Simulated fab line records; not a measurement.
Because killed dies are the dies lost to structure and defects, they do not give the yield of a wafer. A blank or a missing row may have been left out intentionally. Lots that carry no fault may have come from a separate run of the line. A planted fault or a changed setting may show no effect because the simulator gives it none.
Lot-split experiment    flow n5 finfet    route with 1938 steps; 7 lots, 21 wafers read

== THE SPLIT ==
At N5_MIM_BOT_LITHO_EXPOSE_05 (exposes mask MIM BOT), the setting dose mj was moved away from the recipe's 24.25 on 8 of the 21 wafers read, by -2.6% to +6.8%. This setting was run at the recipe's value on the other wafers.

== FROM THE SPLIT TO THE READING: what the file shows between them, 2 steps ==
- N5_MIM_BOT_LITHO_DEVELOP_07: develop time 60 s (also split here: develop time s)
- N5_MIM_BOT_LITHO_HARDBAKE_09: time 120 s

== THE READING ==
At N5_MIM_BOT_LITHO_CD_MEAS_08: cd nm in nanometres, against a target cd of 3000 nm. A value of 2999.9 nm with a standard deviation of 1.9 nm is what fault-free wafers of this fab line usually give.

wafer   tool, chamber at the split  dose mj as run  against the recipe  cd nm, nm  against lot-mates on the recipe
L078.1  krf scanner-02, 0           25.29           +4.3%               3004.6     +7.0
L078.2  krf scanner-02, 0           24.25           recipe              2996.8     -
L078.3  krf scanner-02, 0           24.25           recipe              2998.3     -
L081.2  krf scanner-01, 0           23.61           -2.6%               2996.4     -3.7
L081.4  krf scanner-01, 0           23.61           -2.6%               2993.4     -6.7
L081.5  krf scanner-01, 0           24.25           recipe              3000.1     -
L082.1  krf scanner-01, 0           25.41           +4.8%               3006.4     +5.3
L082.5  krf scanner-01, 0           24.25           recipe              3002.0     -
L082.6  krf scanner-01, 0           24.25           recipe              3000.2     -
L088.1  krf scanner-02, 0           25.9            +6.8%               3007.1     +7.4
L088.4  krf scanner-02, 0           24.25           recipe              2999.7     -
L088.6  krf scanner-02, 0           25.9            +6.8%               3010.4     +10.7
L087.1  krf scanner-01, 0           25.71           +6.0%               3012.2     +10.2
L087.3  krf scanner-01, 0           25.71           +6.0%               3007.9     +5.9
L087.4  krf scanner-01, 0           24.25           recipe              3002.0     -
L090.2  krf scanner-01, 0           24.25           recipe              2998.8     -
L090.4  krf scanner-01, 0           24.25           recipe              3000.8     -
L090.5  krf scanner-01, 0           24.25           recipe              3003.0     -
L097.1  krf scanner-01, 0           24.25           recipe              2999.0     -
L097.5  krf scanner-01, 0           24.25           recipe              2999.2     -
L097.6  krf scanner-01, 0           24.25           recipe              2998.3     -

THE FIT
A straight line over all 21 wafers: cd nm changes by +1.49 nm for each +1% of dose mj; r = +0.93; the points scatter about the line by 1.9 nm.
The same after taking each lot's own level away (the mean of its wafers on the recipe; 21 wafers): +1.41 nm for each +1%; r = +0.95; scatter 1.4 nm.
According to that fit, moving dose mj by its largest amount changes the reading by 9.6 nm.
The span of the lots' own levels, 2997.55 to 3002.00 nm, comes to 2.3 times the standard deviation stated above.
The two slopes agree, so the slope changes little with the lot-to-lot level.
Check: +9.86 nm against its lot-mates is what the line predicts for one of the wafers moved furthest among these (+6.8%) when that wafer is left out of the fit. Against them it came out at +7.4 nm.

== FURTHER SPLITS ON THESE WAFERS ==
Other splits were also applied to these wafers ahead of the reading. Each is held against what the fit with the lots' levels taken away leaves over:
other split on the same wafers              wafers away from the commonest value  r with cd nm (lot level and that fit taken away)
N5_BEOL_M13_ILD_DEP_00 time s               10                                    -0.04
N5_BEOL_M13_ETCH_68 time s                  10                                    +0.06
N5_BEOL_M15_TRENCH_ETCH_34 time s           9                                     +0.17
N5_MIM_BOT_LITHO_DEVELOP_07 develop time s  6                                     +0.38

== THE FILE'S OWN FIT ==
cd nm changes by +1.37 nm for each +1% of dose mj, r = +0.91.
